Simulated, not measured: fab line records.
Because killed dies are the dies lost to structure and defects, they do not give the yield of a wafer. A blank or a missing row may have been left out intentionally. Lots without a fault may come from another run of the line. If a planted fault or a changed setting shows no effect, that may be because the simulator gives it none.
Chamber matching :: flow n5-finfet :: ald-sin-03 running N5_GATE_CUT_SAC_CAP_01: 4 sister chambers
The step material SiNx, target thk 24 nm, pulse time 1 s, ald cycles 480. 8 wafers are shown with their chamber, then 8 later ones without.

## EACH WAFER AND ITS CHAMBER
wafer: L082.5
chamber: 0
heater-power-outer-w (W): 473
heater-power-w (W): 825

wafer: L082.6
chamber: 1
heater-power-outer-w (W): 614
heater-power-w (W): 1040

wafer: L084.1
chamber: 2
heater-power-outer-w (W): 532
heater-power-w (W): 847

wafer: L084.5
chamber: 2
heater-power-outer-w (W): 537
heater-power-w (W): 818

wafer: L085.2
chamber: 1
heater-power-outer-w (W): 605
heater-power-w (W): 1031

wafer: L085.3
chamber: 3
heater-power-outer-w (W): 543
heater-power-w (W): 909

wafer: L085.4
chamber: 0
heater-power-outer-w (W): 468
heater-power-w (W): 842

wafer: L087.2
chamber: 3
heater-power-outer-w (W): 551
heater-power-w (W): 899

## WAFERS WITHOUT THEIR CHAMBER
wafer: L087.4
heater-power-outer-w (W): 605
heater-power-w (W): 1013

wafer: L087.6
heater-power-outer-w (W): 589
heater-power-w (W): 998

wafer: L092.2
heater-power-outer-w (W): 599
heater-power-w (W): 989

wafer: L092.4
heater-power-outer-w (W): 479
heater-power-w (W): 837

wafer: L092.6
heater-power-outer-w (W): 464
heater-power-w (W): 793

wafer: L096.1
heater-power-outer-w (W): 550
heater-power-w (W): 936

wafer: L096.3
heater-power-outer-w (W): 616
heater-power-w (W): 1022

wafer: L096.5
heater-power-outer-w (W): 565
heater-power-w (W): 835

## THE CHAMBER EACH PASSED THROUGH
wafer: L087.4
from the rows above: 1
in truth: 1

wafer: L087.6
from the rows above: 1
in truth: 1

wafer: L092.2
from the rows above: 1
in truth: 1

wafer: L092.4
from the rows above: 0
in truth: 0

wafer: L092.6
from the rows above: 0
in truth: 0

wafer: L096.1
from the rows above: 3
in truth: 3

wafer: L096.3
from the rows above: 1
in truth: 1

wafer: L096.5
from the rows above: can't be placed: 2 or 3
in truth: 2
Correct placement for 7 of the 8. Can't be placed from these rows: 1 (the true chamber is among the candidates in 1). 0 placed wrongly.
How it was worked out, from the rows above alone: a wafer's distance from a chamber is the root of the sum, over the readings, of the square of ((its reading less the chamber's mean) divided by the reading's scatter). The wafer belongs to the nearest chamber; if the next one is less than 2 further off, it can't be placed. Each chamber's mean is taken over the wafers shown for it. The scatter: take each reading less its chamber's mean, square it, sum over the shown wafers, divide by the number of wafers less the number of chambers, and take the root.
